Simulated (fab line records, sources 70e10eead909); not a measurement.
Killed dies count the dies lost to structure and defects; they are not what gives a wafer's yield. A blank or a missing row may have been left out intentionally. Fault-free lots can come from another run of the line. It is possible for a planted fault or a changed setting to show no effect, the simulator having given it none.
Matching of chambers -- flow nand-harc -- NHARC_A_SGD_CUT_CMP_21 on cmp-02 has 4 sister chambers
The step polishes, target thk 148.19 nm. 18 wafers are shown with their chamber, then 9 later ones without.

## EACH WAFER AND ITS CHAMBER
wafer,chamber,motor-current-A (A),edge-zone-pressure-frac,time-to-endpoint-s (s)
L074.1,3,11.3,1.003,55
L074.4,0,14.1,0.999,53
L074.5,3,11.2,1.001,53
L077.4,1,12.1,0.995,56
L077.5,1,11.8,0.994,51
L077.6,0,13.6,1.000,56
L081.2,0,13.7,0.992,49
L081.3,2,10.6,1.007,51
L081.5,0,12.7,0.987,49
L080.1,1,11.6,1.005,53
L080.2,2,11.6,1.001,53
L080.6,3,11.6,1.000,53
L084.1,2,10.6,1.003,52
L084.2,3,11.9,1.006,53
L084.4,0,13.7,1.007,55
L085.1,1,11.4,0.999,55
L085.3,2,10.6,1.009,53
L085.5,1,11.8,0.997,49

SIGNATURES (means of the wafers above)
reading,chamber 0,chamber 1,chamber 2,chamber 3,scatter within a chamber
motor-current-A,13.560,11.740,10.850,11.500,0.414
edge-zone-pressure-frac,0.99700,0.99800,1.00500,1.00250,0.00518
time-to-endpoint-s,52.40,52.80,52.25,53.50,2.42
Rule: a wafer lies at a distance from a chamber equal to the root of the sum of squares, over the readings, of (its reading less the chamber's mean, divided by the reading's scatter). The wafer belongs to the nearest chamber; if the next one is less than 2 further off, it can't be placed. The scatter: the root of (the sum of the squares of (reading less its chamber's mean) over the shown wafers, divided by (wafers less chambers)).

## WAFERS WHOSE CHAMBER IS MISSING
wafer,motor-current-A (A),edge-zone-pressure-frac,time-to-endpoint-s (s)
L089.1,10.8,1.003,53
L089.5,11.2,0.992,50
L089.6,13.4,1.003,48
L090.1,13.2,0.999,48
L090.2,11.3,0.996,51
L090.3,10.6,1.005,54
L094.1,12.0,0.994,55
L094.2,12.1,1.006,50
L094.5,11.5,0.996,52

## THE CHAMBER EACH PASSED THROUGH
wafer,from the rows above,in truth
L089.1,can't be placed: 2 or 3 or 1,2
L089.5,can't be placed: 1 or 3 or 2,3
L089.6,0,0
L090.1,0,0
L090.2,can't be placed: 1 or 3 or 2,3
L090.3,can't be placed: 2 or 3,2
L094.1,can't be placed: 1 or 3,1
L094.2,can't be placed: 1 or 3 or 2 or 0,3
L094.5,can't be placed: 1 or 3 or 2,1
Correctly placed: 2 of 9. These rows do not allow placing 7 (true chamber among the candidates in 7). Wrongly placed: 0.
